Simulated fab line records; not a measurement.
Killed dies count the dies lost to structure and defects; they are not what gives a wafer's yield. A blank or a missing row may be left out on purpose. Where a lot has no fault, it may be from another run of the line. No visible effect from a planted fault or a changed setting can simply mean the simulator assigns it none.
fab line records -- flow n5_finfet
record: lots: 6, wafers: 17, last_day: 17
route steps=1938 shown DUMMY_GATE@235 BEOL_M4@1111 PASSIVATION@1936
lots with no fault: from the same line, run without faults
start_h: hours from the record's opening day to when the first of the lot's shown wafers began -- wait_h: how many hours have passed since the lot's step before this one -- " identical to the entry in the row above -- L1.1+2: several wafers, shown together as one row -- - value missing, or start not given -- * or withheld: withheld -- < > ~ a bound
route shown NAME@n: NAME is a module with steps in the file, n the number in the route of the first one -- usual: average and standard deviation across the fault-free wafers -- same: alike in all rows -- chamber/n: place in a boat -- sites: each site's reading -- _std_site: the standard deviation of these -- _edge_site: inner sites' mean taken away from outer sites' mean -- radius_mm: how far each site lies from the wafer's centre -- mask NAME#n: copy n -- behind: the last tool/chamber to shape the wafer -- hold: what put the lot on hold/how long, in hours/how the hold closed -- device: which transistor (n, p or np) failed to switch -- end of line: the same wafers' tests at the end of the route -- a step with no rows: only its recipe -- killed: dies lost to structure and defects at the first sort, not the wafer's yield -- map: the dies of a wafer, with x for killed, . for not killed, _ for no die there
set.NAME: the setting the step ran with; set.NAME@STEP: the setting that earlier step ran with -- model.NAME: the simulator's own value behind a step, which no gauge read
lots at some steps of the route; a table a step, a row a wafer
services: from which hour (start_h, from the record's first day; less than 0 if before it) a tool's chamber was out of use, for how many hours, and why
== steps ==
step: N5_DUMMY_GATE_ETCH_29
recipe: chemistry: N2/H2, target: underlayer, target_depth_a: 130, ion_energy_ev: 200, pressure_mtorr: 30, source_w: 840, bias_w: 150, n2_flow_sccm: 200, h2_flow_sccm: 200
step: N5_DUMMY_GATE_ETCH_36
recipe: chemistry: CF4, target: SiARC, target_depth_a: 130, pressure_mtorr: 40, source_w: 545, bias_w: 36, Ar_flow_sccm: 100, cf4_flow_sccm: 100, ion_energy_ev: 80
usual: drypump_motor_current_A: 5.9/0.38, oes_product_au: 0.75/0.054, rf_fwd_power_W: 539.6/2.3, rf_vpp_V: 183.6/1.1, showerhead_plenum_p_Torr: 2.11/0.066, throttle_valve_pct: 15.73/0.19
lot.wafer,tool,chamber,start_h,wait_h,drypump_motor_current_A,oes_product_au,rf_fwd_power_W,rf_hours_counter_h,rf_vpp_V,showerhead_plenum_p_Torr,throttle_valve_pct
L522.1,rie_diel-01,3,52.59,0.0,5.6,0.75,545.4,154,184.9,2.23,15.76
L522.3,rie_diel-01,1,52.59,0.0,6.1,0.73,541.1,171,183.8,2.13,15.79
L522.4,rie_diel-01,2,52.59,0.0,5.2,0.72,537.9,229,184.9,2.10,15.75
L523.1,rie_diel-05,3,61.78,0.0,6.1,0.73,533.8,174,185.6,2.22,15.79
L523.2,rie_diel-05,0,61.78,0.0,6.4,0.73,542.8,211,181.9,2.04,16.14
L523.6,rie_diel-05,1,61.78,0.0,6.0,0.78,540.0,-,183.5,2.15,15.45
L524.1,rie_diel-05,3,63.92,0.0,6.1,0.71,534.6,175,183.9,2.22,15.78
L524.2,rie_diel-05,2,63.92,0.0,6.2,0.72,542.5,193,183.9,2.05,15.42
L525.1,rie_diel-05,0,69.78,0.0,6.4,0.73,541.1,213,183.0,2.04,16.16
L525.5,rie_diel-05,0,69.78,0.0,6.4,0.73,541.3,-,183.4,2.04,16.14
L525.6,rie_diel-05,1,69.78,0.0,6.0,0.78,538.5,-,182.2,2.15,15.45
L539.1,rie_diel-06,0,158.99,0.0,5.7,0.74,539.0,153,184.6,2.14,15.75
L539.5,rie_diel-06,3,158.99,0.0,6.2,0.74,540.7,-,184.1,2.14,15.99
L539.6,rie_diel-06,2,158.99,0.0,5.7,0.81,539.3,-,181.9,1.98,15.75
L542.1,rie_diel-01,0,174.47,0.0,6.2,0.71,537.2,209,181.8,2.04,15.71
L542.2,rie_diel-01,1,174.47,0.0,6.1,0.70,542.4,212,182.9,2.12,15.86
L542.6,rie_diel-01,3,174.47,0.0,5.6,0.73,540.7,-,183.9,2.22,15.84
step: N5_DUMMY_GATE_ETCH_37
recipe: chemistry: N2/H2, target: SOC, target_depth_a: 600, overetch_a: 300, temp_c: 40, ion_energy_ev: 200, pressure_mtorr: 30, source_w: 840, bias_w: 150, n2_flow_sccm: 200, h2_flow_sccm: 200
usual: drypump_motor_current_A: 5.9/0.38, oes_product_au: 0.59/0.038, rf_fwd_power_W: 832/3.6, rf_vpp_V: 522.6/2.3, showerhead_plenum_p_Torr: 2.50/0.08, throttle_valve_pct: 17.94/0.24
lot.wafer,tool,chamber,start_h,wait_h,drypump_motor_current_A,oes_product_au,rf_fwd_power_W,rf_hours_counter_h,rf_vpp_V,showerhead_plenum_p_Torr,throttle_valve_pct
L522.1,rie_diel-01,3,52.63,0.0,5.6,0.59,828,154,527.7,2.64,17.92
L522.3,rie_diel-01,1,52.63,0.0,6.1,0.59,834,171,524.8,2.52,17.94
L522.4,rie_diel-01,2,52.63,0.0,5.2,0.56,830,229,523.3,2.50,18.01
L523.1,rie_diel-05,3,61.82,0.0,6.1,0.58,823,174,526.7,2.65,18.00
L523.2,rie_diel-05,0,61.82,0.0,6.5,0.57,833,211,519.7,2.42,18.37
L523.6,rie_diel-05,1,61.82,0.0,6.1,0.60,837,-,524.0,2.54,17.54
L524.1,rie_diel-05,3,63.96,0.0,6.2,0.57,822,175,525.7,2.65,18.00
L524.2,rie_diel-05,2,63.96,0.0,6.2,0.57,831,193,521.8,2.41,17.36
L525.1,rie_diel-05,0,69.82,0.0,6.4,0.57,830,213,519.0,2.42,18.39
L525.5,rie_diel-05,0,69.82,0.0,6.5,0.57,833,-,520.3,2.42,18.37
L525.6,rie_diel-05,1,69.82,0.0,6.0,0.60,832,-,524.4,2.54,17.55
L539.1,rie_diel-06,0,159.03,0.0,5.7,0.60,833,153,523.1,2.55,18.12
L539.5,rie_diel-06,3,159.03,0.0,6.2,0.59,831,-,523.2,2.54,18.27
L539.6,rie_diel-06,2,159.03,0.0,5.6,0.62,831,-,518.4,2.35,17.96
L542.1,rie_diel-01,0,174.51,0.0,6.2,0.57,826,209,521.3,2.41,18.03
L542.2,rie_diel-01,1,174.51,0.0,6.1,0.58,838,212,523.9,2.50,18.01
L542.6,rie_diel-01,3,174.51,0.0,5.7,0.56,835,-,526.4,2.62,17.99
step: N5_DUMMY_GATE_STRIP_38
recipe: chemistry: N2/H2, temp_c: 40, n2_flow_sccm: 200, h2_flow_sccm: 200, rf_frequency_hz: 6e+07
step: N5_DUMMY_GATE_STRIP_39
recipe: chemistry: N2/H2, temp_c: 40, n2_flow_sccm: 200, h2_flow_sccm: 200, rf_frequency_hz: 6e+07
step: N5_DUMMY_GATE_TRIM_49
recipe: chemistry: O2, resist: SOC, time_s: 29, target_cd_nm: 14, source_power_w: 300, bias_power_w: 0, O2_flow_sccm: 100, temp_c: 20
usual: drypump_motor_current_A: 5.6/0.37, oes_product_au: 1.002/0.017, rf_fwd_power_W: 298.4/0.99, throttle_valve_pct: 8.15/0.14
lot.wafer,tool,chamber,start_h,wait_h,drypump_motor_current_A,oes_product_au,rf_fwd_power_W,rf_hours_counter_h,throttle_valve_pct
L522.1,rie_si-03,3,52.71,0.0,6.0,1.008,298.8,60,8.08
L522.3,rie_si-03,1,52.71,0.0,5.8,0.994,298.9,141,8.09
L522.4,rie_si-03,0,52.71,0.0,6.0,0.968,299.2,151,8.05
L523.1,rie_si-05,3,61.90,0.0,5.5,0.986,300.4,182,8.18
L523.2,rie_si-05,0,61.90,0.0,6.1,0.996,298.6,79,7.90
L523.6,rie_si-05,1,61.90,0.0,5.1,0.985,298.6,-,8.25
L524.1,rie_si-05,0,64.04,0.0,6.0,1.010,298.4,79,7.91
L524.2,rie_si-05,3,64.04,0.0,5.5,0.993,298.8,183,8.21
L525.1,rie_si-03,1,69.90,0.0,5.8,1.003,299.0,141,8.08
L525.5,rie_si-03,3,69.90,0.0,6.0,0.998,296.9,-,8.07
L525.6,rie_si-03,0,69.90,0.0,6.0,0.961,299.0,-,8.06
L539.1,rie_si-01,0,159.11,0.0,5.7,0.985,298.0,135,8.25
L539.5,rie_si-01,1,159.11,0.0,5.5,1.011,297.4,-,8.43
L539.6,rie_si-01,0,159.11,0.0,5.7,0.992,297.8,-,8.24
L542.1,rie_si-05,3,174.59,0.0,5.5,0.987,298.9,184,8.21
L542.2,rie_si-05,1,174.59,0.0,5.1,0.994,298.3,29,8.25
L542.6,rie_si-05,1,174.59,0.0,5.1,0.991,297.5,-,8.24
step: N5_DUMMY_GATE_STRIP_40
recipe: chemistry: CF4, resist: SiARC, power_w: 300, bias_power_w: 75, pressure_mtorr: 50, cf4_flow_sccm: 150, rf_frequency_hz: 6e+07
step: N5_DUMMY_GATE_CD_MEAS_50
recipe: target_cd_nm: 14
usual: cd_nm: 14.0/0.39
lot.wafer,tool,chamber,start_h,wait_h,cd_nm
L522.1,cd_sem-02,-,52.85,0.0,13.8
L522.3,cd_sem-02,-,52.85,0.0,14.7
L522.4,cd_sem-02,-,52.85,0.0,14.3
L523.1,cd_sem-03,-,62.05,0.0,13.7
L523.2,cd_sem-03,-,62.05,0.0,13.5
L523.6,cd_sem-03,-,62.05,0.0,14.4
L524.1,cd_sem-01,-,64.19,0.0,13.3
L524.2,cd_sem-01,-,64.19,0.0,14.1
L525.1,cd_sem-03,-,70.04,0.0,14.4
L525.5,cd_sem-03,-,70.04,0.0,14.3
L525.6,cd_sem-03,-,70.04,0.0,14.2
L539.1,cd_sem-02,-,159.27,0.0,14.3
L539.5,cd_sem-02,-,159.27,0.0,13.2
L539.6,cd_sem-02,-,159.27,0.0,14.2
L542.1,cd_sem-01,-,174.77,0.0,13.9
L542.2,cd_sem-01,-,174.77,0.0,14.8
L542.6,cd_sem-01,-,174.77,0.0,14.3
step: N5_DUMMY_GATE_ETCH_31
recipe: chemistry: C4F6/O2, target: SiO2, mask_material: SOC, target_depth_a: 825, time_s: 27.5, ion_energy_ev: 250, pressure_mtorr: 30, source_w: 345, bias_w: 185, Ar_flow_sccm: 300, C4F6_flow_sccm: 10, O2_flow_sccm: 10
usual: drypump_motor_current_A: 5.9/0.38, oes_product_au: 0.74/0.046, rf_fwd_power_W: 342.0/1.7, rf_vpp_V: 665/10, showerhead_plenum_p_Torr: 2.80/0.095, throttle_valve_pct: 21.26/0.25
lot.wafer,tool,chamber,start_h,wait_h,drypump_motor_current_A,oes_product_au,rf_fwd_power_W,rf_hours_counter_h,rf_vpp_V,showerhead_plenum_p_Torr,throttle_valve_pct
L522.1,rie_diel-01,0,52.90,0.0,6.2,0.75,339.8,168,666,2.73,21.28
L522.3,rie_diel-01,2,52.90,0.0,5.2,0.71,341.8,229,673,2.80,21.30
L522.4,rie_diel-01,1,52.90,0.0,6.1,0.74,345.0,171,666,2.83,21.34
L523.1,rie_diel-05,0,62.30,0.3,6.5,0.72,341.1,211,653,2.69,21.60
L523.2,rie_diel-05,2,62.30,0.3,6.2,0.72,343.0,192,678,2.72,20.82
L523.6,rie_diel-05,3,62.30,0.3,6.2,0.72,340.1,-,685,2.96,21.33
L524.1,rie_diel-05,3,64.41,0.2,6.1,0.72,339.3,175,685,2.96,21.31
L524.2,rie_diel-05,2,64.41,0.2,6.2,0.72,343.6,193,680,2.72,20.84
L525.1,rie_diel-05,1,70.09,0.0,6.0,0.77,342.1,143,658,2.85,20.99
L525.5,rie_diel-05,0,70.09,0.0,6.4,0.72,344.4,-,653,2.69,21.60
L525.6,rie_diel-05,3,70.09,0.0,6.2,0.72,341.0,-,685,2.96,21.30
L539.1,rie_diel-05,3,159.32,0.0,6.1,0.70,337.2,204,685,2.94,21.35
L539.5,rie_diel-05,2,159.32,0.0,6.2,0.70,342.8,-,676,2.71,20.89
L539.6,rie_diel-05,3,159.32,0.0,6.2,0.70,338.2,-,684,2.94,21.36
L542.1,rie_diel-05,1,174.82,0.0,6.1,0.74,343.5,173,659,2.84,21.02
L542.2,rie_diel-05,2,174.82,0.0,6.2,0.69,342.4,226,679,2.70,20.88
L542.6,rie_diel-05,0,174.82,0.0,6.4,0.69,343.6,-,652,2.68,21.64
step: N5_DUMMY_GATE_STRIP_41
recipe: chemistry: O2, power_w: 400, temp_c: 40, pressure_mtorr: 30, rf_frequency_hz: 6e+07, bias_power_w: 0, overash_fraction: 0.3, o2_flow_sccm: 225
step: N5_DUMMY_GATE_HM_OPEN_21
recipe: chemistry: CH3F/O2, target: SiNx, target_depth_a: 1200, Ar_flow_sccm: 150, CH3F_flow_sccm: 30, O2_flow_sccm: 23, time_s: 171.4, pressure_mtorr: 30, source_w: 395, bias_w: 73, ion_energy_ev: 120.7
step: N5_DUMMY_GATE_ETCH_32
recipe: chemistry: CF4, target: SiO2, target_depth_a: 35, time_s: 3.9, ion_energy_ev: 350, pressure_mtorr: 10, icp_w: 800, bias_w: 400, cf4_flow_sccm: 80
usual: drypump_motor_current_A: 5.6/0.39, oes_product_au: 1.004/0.023, rf_fwd_power_W: 790/3.7, throttle_valve_pct: 21.69/0.18
lot.wafer,tool,chamber,start_h,wait_h,drypump_motor_current_A,oes_product_au,rf_fwd_power_W,rf_hours_counter_h,throttle_valve_pct
L522.1,rie_si-01,0,53.15,0.1,5.7,1.008,789,133,21.78
L522.3,rie_si-01,2,53.15,0.1,5.3,0.995,794,185,21.42
L522.4,rie_si-01,1,53.15,0.1,5.5,1.048,795,155,22.02
L523.1,rie_si-01,0,62.55,0.1,5.7,1.005,788,134,21.79
L523.2,rie_si-01,2,62.55,0.1,5.3,1.004,794,185,21.42
L523.6,rie_si-01,2,62.55,0.1,5.2,0.994,789,-,21.41
L524.1,rie_si-01,2,64.66,0.1,5.3,0.990,792,185,21.42
L524.2,rie_si-01,0,64.66,0.1,5.7,0.995,788,134,21.78
L525.1,rie_si-03,1,70.34,0.1,5.8,1.005,792,141,21.73
L525.5,rie_si-03,2,70.34,0.1,6.0,1.022,784,-,21.73
L525.6,rie_si-03,3,70.34,0.1,6.0,1.017,786,-,21.71
L539.1,rie_si-03,0,159.57,0.1,6.0,0.963,795,153,21.47
L539.5,rie_si-03,1,159.57,0.1,5.8,1.000,796,-,21.73
L539.6,rie_si-03,2,159.57,0.1,6.0,1.020,785,-,21.72
L542.1,rie_si-05,1,175.06,0.1,5.1,0.999,789,29,21.95
L542.2,rie_si-05,0,175.06,0.1,6.1,1.030,793,81,21.42
L542.6,rie_si-05,3,175.06,0.1,5.5,0.996,796,-,21.81
step: N5_DUMMY_GATE_ETCH_23
recipe: chemistry: HBr/Cl2/O2, HBr_flow_sccm: 150, Cl2_flow_sccm: 80, O2_flow_sccm: 12, bias_w: 102, target_depth_a: 410, time_s: 22.3, target: poly-Si, mask_material: SiO2, pressure_mtorr: 10, icp_w: 800
usual: drypump_motor_current_A: 5.6/0.39, oes_product_au: 1.003/0.023, rf_fwd_power_W: 794.3/2.9, throttle_valve_pct: 37.1/0.35
lot.wafer,tool,chamber,start_h,wait_h,drypump_motor_current_A,oes_product_au,rf_fwd_power_W,rf_hours_counter_h,throttle_valve_pct,model.etch.depth_nm
L522.1,rie_si-01,0,53.18,0.0,5.7,1.003,797.6,133,37.4,40.69
L522.3,rie_si-01,2,53.18,0.0,5.3,0.987,795.8,185,36.5,40.5
L522.4,rie_si-01,1,53.18,0.0,5.5,1.033,796.6,155,37.3,42.15
L523.1,rie_si-01,0,62.58,0.0,5.7,0.913,797.6,134,37.4,35.52
L523.2,rie_si-01,2,62.58,0.0,5.3,0.991,794.5,185,36.5,41.26
L523.6,rie_si-01,2,62.58,0.0,5.3,0.996,790.8,-,36.5,41.03
L524.1,rie_si-01,2,64.69,0.0,5.3,0.906,798.9,185,36.5,35.67
L524.2,rie_si-01,0,64.69,0.0,5.7,0.990,799.4,134,37.4,40.69
L525.1,rie_si-03,1,70.37,0.0,5.9,1.001,794.6,141,37.1,40.15
L525.5,rie_si-03,2,70.37,0.0,6.0,1.034,786.5,-,37.1,41.7
L525.6,rie_si-03,3,70.37,0.0,6.1,1.023,793.9,-,37.1,41.93
L539.1,rie_si-03,0,159.60,0.0,6.0,0.964,794.7,153,36.8,40.39
L539.5,rie_si-03,1,159.60,0.0,5.8,1.016,794.3,-,37.1,40.65
L539.6,rie_si-03,2,159.60,0.0,6.0,1.030,789.0,-,37.1,42.06
L542.1,rie_si-05,1,175.10,0.0,5.1,0.994,795.4,29,37.7,40.47
L542.2,rie_si-05,0,175.10,0.0,6.1,1.020,792.2,81,36.7,42.02
L542.6,rie_si-05,3,175.10,0.0,5.5,1.000,793.4,-,37.5,41.31
step: N5_DUMMY_GATE_ETCH_44
recipe: chemistry: HBr/O2, over_etch_frac: 0.7, target_depth_a: 1275, stop_on: SiO2, ion_energy_ev: 60, bias_w: 20, target: poly-Si, mask_material: SiO2, pressure_mtorr: 20, icp_w: 400, HBr_flow_sccm: 120, O2_flow_sccm: 10
step: N5_BEOL_M4_RC_MEAS_101
usual: DIBL_N: 36.0/1.7, DIBL_P: 35.8/2, IOFF_N: 0.15/0.03, IOFF_P: 0.20/0.037, ION_N: 670/12, ION_P: 460/7.2, SS_N: 71.5/0.68, SS_P: 73.2/0.65, VT_N: 250/3.1, VT_P: -251/3.4
lot.wafer,tool,chamber,start_h,wait_h,DIBL_N[mV/V],DIBL_P[mV/V],IOFF_N[nA/um],IOFF_P[nA/um],ION_N[uA/um],ION_P[uA/um],SS_N[mV/dec],SS_P[mV/dec],VT_N[mV],VT_P[mV]
L522.1,prober-01,0,175.47,0.0,36.5,34.6,0.14,0.19,664,451,72.2,73.3,252,-254
L522.3,prober-01,0,175.47,0.0,33.3,31.9,0.10,0.16,652,456,70.6,72.2,256,-255
L522.4,prober-01,0,175.47,0.0,35.3,34.9,0.14,0.20,683,471,71.2,72.7,250,-250
L524.1,prober-02,0,177.42,0.0,37.8,37.0,0.17,0.22,681,463,72.1,73.1,250,-249
L524.2,prober-02,0,177.42,0.0,36.6,36.4,0.15,0.22,675,463,70.4,72.6,252,-248
L523.1,prober-01,0,180.49,0.0,37.8,37.0,0.18,0.20,678,450,73.0,73.3,246,-250
L523.2,prober-01,0,180.49,0.0,40.2,39.1,0.22,0.24,671,450,73.8,73.8,246,-249
L523.6,prober-01,0,180.49,0.0,36.6,35.2,0.17,0.18,678,455,72.4,73.1,247,-252
L525.1,prober-01,0,195.27,0.0,35.5,34.8,0.16,0.23,680,469,71.9,74.0,248,-245
L525.5,prober-01,0,195.27,0.0,38.2,36.7,0.20,0.28,659,462,72.4,73.9,248,-245
L525.6,prober-01,0,195.27,0.0,37.1,35.7,0.18,0.25,683,476,71.6,73.4,247,-245
L539.1,prober-01,0,274.39,0.0,36.4,38.1,0.17,0.19,674,454,71.5,73.0,248,-254
L539.5,prober-01,0,274.39,0.0,34.4,34.9,0.14,0.15,658,448,70.8,72.8,253,-256
L539.6,prober-01,0,274.39,0.0,33.5,34.8,0.11,0.15,668,452,70.2,73.1,256,-256
L542.1,prober-01,0,297.97,0.0,35.7,36.3,0.14,0.18,681,469,70.6,73.5,251,-254
L542.2,prober-01,0,297.97,0.0,31.8,31.9,0.10,0.13,645,445,70.0,72.4,259,-258
L542.6,prober-01,0,297.97,0.0,35.0,35.2,0.14,0.17,655,452,71.1,73.4,252,-255
step: N5_PASSIVATION_PROBE_49
usual: defect_limited_yield: 91.4/1.5, killed_at_M0_to_M3: 32/9.8, killed_at_M4_up: 15/5.6, killed_at_contacts: 12/5.4, killed_at_front_end: 40/13, killed_at_other: 3.0/2.1, killed_dies: 102/17, killed_open: 67/13, killed_short: 32/7.1, sort_bin_5_function: 5.1/0.96, sort_bin_6_memory: 3.2/0.7, sort_n_pass: 1078/18, sort_yield_pct: 91.3/1.5
same: gross_dies: 1180, killed_at_back_side: 0, sort_bin_4_leakage[%]: 0, sort_bin_8_speed[%]: 0
lot.wafer,tool,chamber,start_h,wait_h,defect_limited_yield[%],killed_at_M0_to_M3,killed_at_M4_up,killed_at_contacts,killed_at_front_end,killed_at_other,killed_dies,killed_open,killed_short,sort_bin_5_function[%],sort_bin_6_memory[%],sort_n_pass,sort_yield_pct[%]
L524.1,prober-02,-,289.78,0.0,91.4,44,12,17,26,2,101,72,27,5.2,3.3,1079,91.4
L524.2,prober-02,-,289.83,0.1,89.8,52,13,6,48,1,120,87,33,6.1,3.6,1060,89.8
L523.1,prober-02,-,291.76,0.0,90.4,27,13,15,56,2,113,78,32,5.9,3.5,1067,90.4
L523.2,prober-02,-,291.81,0.1,90.3,31,8,10,65,0,114,74,40,5.8,3.7,1066,90.3
L523.6,prober-02,-,292.01,0.3,93.6,14,8,7,46,1,76,53,20,3.6,2.6,1104,93.6
killed by level:class
L524.1 MOL_CONTACT_COAG:geometric_particle:open=15 BEOL_M3:geometric_particle:open=9 FIN_SAQP:geometric_particle:short=7 BEOL_M0_SAQP:geometric_particle:open=7 BEOL_M2:geometric_particle:open=6 BEOL_M0:geometric_particle:open=5 BEOL_M1:geometric_particle:open=5 BEOL_M2:geometric_particle:short=5
L524.2 FIN_SAQP:geometric_particle:open=15 BEOL_M0_SAQP:geometric_particle:open=15 FIN_SAQP:geometric_particle:short=11 STI_FIN_REVEAL:geometric_particle:open=9 BEOL_M0_SAQP:geometric_particle:short=9 BEOL_M3:geometric_particle:open=9 BEOL_M2:geometric_particle:open=8 MOL_CONTACT_COAG:geometric_particle:open=6
L523.1 STI_FIN_REVEAL:geometric_particle:open=14 MOL_CONTACT_COAG:geometric_particle:open=13 FIN_SAQP:geometric_particle:open=9 BEOL_M1:geometric_particle:open=9 BEOL_M0_SAQP:geometric_particle:open=7 STARTING-WAFER:geometric_particle:open=6 DUMMY_GATE:geometric_particle:open=5 FIN_SAQP:geometric_particle:short=4
L523.2 STI_FIN_REVEAL:geometric_particle:open=22 FIN_SAQP:geometric_particle:open=13 BEOL_M0_SAQP:geometric_particle:short=12 GATE_CUT:geometric_particle:short=9 MOL_CONTACT_COAG:geometric_particle:open=8 STI_FIN_REVEAL:geometric_particle:short=6 GATE_CUT:geometric_particle:open=4 BEOL_M0_SAQP:geometric_particle:open=4
L523.6 STI_FIN_REVEAL:geometric_particle:open=17 MOL_CONTACT_COAG:geometric_particle:open=7 FIN_SAQP:geometric_particle:open=5 GATE_CUT:geometric_particle:short=5 FIN_SAQP:geometric_particle:short=4 STI_FIN_REVEAL:geometric_particle:short=4 BEOL_M1:geometric_particle:open=4 BEOL_M0_SAQP:geometric_particle:short=4
== services ==
tool,chamber,start_h,hours,kind
rie_diel-06,3,38.09,5.0,repair
rie_diel-01,2,59.15,2.7,repair
rie_si-01,-,69.17,2.8,pm
rie_si-01,1,74.25,6.1,repair
rie_diel-06,-,75.90,0.5,repair
rie_diel-01,3,83.26,8.8,repair
rie_si-05,-,84.15,14.6,pm
rie_diel-06,0,101.16,4.5,repair
rie_si-05,-,110.17,2.8,pm
rie_si-03,-,116.19,2.8,pm
rie_diel-01,2,121.22,-,clean
rie_diel-01,2,121.22,-,consumable_replace:focus_ring
rie_diel-01,2,121.22,12.1,scheduled_down
rie_diel-01,2,121.22,12.1,vent_cycle
rie_diel-01,3,123.80,3.1,repair
rie_si-01,-,135.58,0.1,repair
== key ==
first_sign: step: N5_DUMMY_GATE_ETCH_23, reading: oes_product_au, direction: down, sigmas: 4.1, usual: 1.003, struck: 0.909
effect none on later readings
model_effect: step: N5_DUMMY_GATE_ETCH_23, value: etch.depth_nm, without: 41.16, struck: 35.6
met_at N5_DUMMY_GATE_ETCH_23
struck_wafers L523.1,L524.1
onset_between 53.18 62.58
fault: kind: process_parameter_drift, tool: rie_si-01, chamber: -, onset_h: 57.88, steps: N5_DUMMY_GATE_ETCH_23, channel: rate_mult, offset: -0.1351, shape: step, end_h: 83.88, scope: struck_wafers_only
